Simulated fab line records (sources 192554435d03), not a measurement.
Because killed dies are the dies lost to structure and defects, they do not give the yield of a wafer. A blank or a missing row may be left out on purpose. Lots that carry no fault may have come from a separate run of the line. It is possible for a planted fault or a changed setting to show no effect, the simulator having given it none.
Matching of chambers    flow n5 finfet    pecvd-04 running N5_BEOL_M2_PECVD_72: 3 sister chambers
The step deposits SiO2 from TEOS/O2, target thk 16 nm, time 18 s. 3 wafers are shown with their chamber, then 11 later ones without.

## WAFERS PAIRED WITH THEIR CHAMBERS
wafer   chamber  showerhead plenum p Torr (Torr)
L089.4  0        8.71
L089.6  2        8.83
L091.2  1        8.76

## WAFERS MISSING THEIR CHAMBER
wafer   showerhead plenum p Torr (Torr)
L091.3  8.77
L091.5  8.76
L092.1  8.79
L092.4  8.77
L092.5  8.85
L094.1  8.78
L094.2  8.85
L094.4  8.85
L095.1  8.85
L095.3  8.77
L095.6  8.84

## CHAMBER TAKEN BY EACH
wafer   from the rows above      in truth
L091.3  1                        1
L091.5  1                        1
L092.1  can't be placed: 1 or 2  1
L092.4  1                        1
L092.5  2                        2
L094.1  can't be placed: 1 or 2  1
L094.2  2                        2
L094.4  2                        2
L095.1  2                        2
L095.3  1                        1
L095.6  2                        2
Placed correctly: 9 of 11. Can't be placed from these rows: 2 (the true chamber is among the candidates in 2). Wrongly placed: 0.
How it was worked out, from the rows above alone: a wafer's distance from a chamber is the root of the sum, over the readings, of the square of ((its reading less the chamber's mean) divided by the reading's scatter). If the next closest chamber is less than 2 further off than the closest, the wafer can't be placed; otherwise it belongs to the closest. Each chamber's mean is taken over the wafers shown for it. The scatter (one wafer shown for each chamber): square how far every hidden wafer sits from the nearest shown wafer, average those squares and take the square root.
